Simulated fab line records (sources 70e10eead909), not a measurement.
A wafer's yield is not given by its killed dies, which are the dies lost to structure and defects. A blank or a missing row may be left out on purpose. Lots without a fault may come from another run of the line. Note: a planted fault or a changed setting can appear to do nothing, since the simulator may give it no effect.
The tool behind it: which one? ; flow nand_harc ; Sampling: 6 lots, 18 wafers, 2 of 1159 route steps

== WHAT THE GAUGES READ, wafer by wafer ==
NHARC_HYBRID_BOND_OVL_MEAS_05.
lot;measured;on;overlay_x_nm (nm)
L341;day 18 18:31;overlay-01;71 32 -13
L343;day 19 06:03;overlay-02;11 97 12
L345;day 20 04:07;overlay-01;-29 -37 -26
L348;day 20 12:28;overlay-02;-61
L356;day 23 03:56;overlay-01;-32 -17 27
L357;day 23 22:38;overlay-01;-53 -34 10

== EACH LOT AND THE TOOL THAT RAN IT (in order: tool; ch and the chambers of the sampled wafers; start) ==
lot;NHARC_A_BONDPAD_PVD_27
L341;pvd_sputter-02, day 18 06:23
L343;pvd_sputter-01, day 18 20:56
L345;pvd_sputter-01, day 19 15:05
L348;pvd_sputter-01, day 20 03:14
L356;pvd_sputter-02, day 22 16:50
L357;pvd_sputter-01, day 23 11:26
- NHARC_A_BONDPAD_PVD_27: deposits Cu, target thk 30 nm, time 20.49 s.

== THE ANSWER, worked out from the rows above alone ==
Rule: the usual values come from the lots themselves. Put in order of their means at a reading, lots are off if they are a third of the lots or fewer, leave a main group of 4 or more, and stand apart from it by a gap of 3 or more times the standard deviation of the main group's means; of several such gaps the widest counts. The tables above print the reading to a certain number of digits; a main group whose means all agree to those digits is not used. Also off: a lot with no number at a reading for which 4 or more lots have one. All remaining lots with rows at the step are treated as sound.
Nothing can be told from this: no lot is off at any reading shown.

== WHAT THE SIMULATOR HAD PUT IN ==
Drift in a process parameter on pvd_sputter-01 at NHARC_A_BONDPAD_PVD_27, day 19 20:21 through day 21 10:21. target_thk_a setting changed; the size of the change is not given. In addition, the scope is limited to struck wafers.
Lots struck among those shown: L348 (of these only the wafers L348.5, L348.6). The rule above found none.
